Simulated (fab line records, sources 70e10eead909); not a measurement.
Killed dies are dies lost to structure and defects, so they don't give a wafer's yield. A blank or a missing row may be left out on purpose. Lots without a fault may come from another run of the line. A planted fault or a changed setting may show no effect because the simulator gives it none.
A struck lot beside a sound one | flow nand_harc | 14 steps out of a route of 1159
Sound: wafers L587.2, L587.3, L587.4. Struck: wafers L588.5, L588.6. (L588.3 of the same lot was not struck and is left out.) The cause comes at the end.
At each step with rows: each side's tool, then ch and its chambers, then its first start. Under that, the readings that differ: sound wafers | struck wafers | difference of the means | sigmas: that difference in standard deviations of wafers without a fault.
alike: readings whose means differ by less than 2 such deviations, and words and numbers that are the same on both sides. not compared: withheld readings, readings that some wafer has no value for, bounds like >300 that may hide the same value, and numbers for which the record gives no deviation and whose values overlap.
The two part at a step that has a row with sigmas, a row that says differs or no value, or rows on one side only. Numbers that don't overlap but have no deviation are shown without sigmas and don't part them. A reading that every wafer of one side lacks parts them only if that side has two wafers or more.

first, 2 steps without rows for these wafers: NHARC_A_SOURCE_PLATE_CVD_03 (deposits poly-Si, target thk 200 nm, time 4000 s); NHARC_A_SOURCE_PLATE_ANNEAL_05 (time 1800 s).
NHARC_A_SOURCE_PLATE_THK_MEAS_06: measures by ellipsometry.
  sound on film_metro-01, day 8 04:02; struck on film_metro-02, day 9 03:54
  alike: thk_nm
NHARC_A_SOURCE_PLATE_INSPECT_08:
  sound on defect_inspect-02, day 8 04:08; struck on defect_inspect-01, day 9 03:58
  alike: raw_defect_count
then, 1 step without rows for these wafers: NHARC_A_ONON_D1_DEP_00 (target thk 1000 nm).
NHARC_A_ONON_D1_THK_MEAS_02: measures by ellipsometry.
  sound on film_metro-02, day 8 04:43; struck on film_metro-01, day 9 04:32
  reading     | sound          | struck  | difference | sigmas
  thk_nm (nm) | 1007 1008 1007 | 994 996 | -12        | -2
then, 1 step without rows for these wafers: NHARC_A_ONON_D1_DEP_03 (target thk 1000 nm).
NHARC_A_ONON_D1_THK_MEAS_05: measures by ellipsometry.
  sound on film_metro-01, day 8 05:17; struck on film_metro-02, day 9 05:06
  alike: thk_nm
then, 1 step without rows for these wafers: NHARC_A_ONON_D1_DEP_06 (target thk 1000 nm).
NHARC_A_ONON_D1_THK_MEAS_08: measures by ellipsometry.
  sound on film_metro-01, day 8 05:51; struck on film_metro-01, day 9 05:41
  reading     | sound          | struck  | difference | sigmas
  thk_nm (nm) | 1010 1010 1009 | 977 978 | -32        | -3
NHARC_A_ONON_D1_DEP_09: target thk 1000 nm.
  sound on pecvd_onon-02 ch 0, day 8 05:58; struck on pecvd_onon-04 ch 0, day 9 05:51
  alike: n2o_flow_sccm
NHARC_A_ONON_D1_THK_MEAS_11: measures by ellipsometry.
  sound on film_metro-01, day 8 06:25; struck on film_metro-02, day 9 06:14
  reading     | sound          | struck    | difference | sigmas
  thk_nm (nm) | 1008 1009 1006 | 1609 1608 | +601       | +66
then, 1 step without rows for these wafers: NHARC_A_ONON_D1_DEP_12 (target thk 1000 nm).
-- the record jumps here: 12 days lie between the struck wafers' starts before and after (it left off in module A_ONON_D1 and takes up again in module END, whose first step shown is number 1159 of the route) --
NHARC_END_SORT_01:
  the record has rows for the struck wafers here (prober-02 ch 0, day 21 06:38) and none for the sound ones

WHERE THEY PART
First at NHARC_A_ONON_D1_THK_MEAS_02; last, within this record, at NHARC_END_SORT_01.

WHY: what the simulator had put in
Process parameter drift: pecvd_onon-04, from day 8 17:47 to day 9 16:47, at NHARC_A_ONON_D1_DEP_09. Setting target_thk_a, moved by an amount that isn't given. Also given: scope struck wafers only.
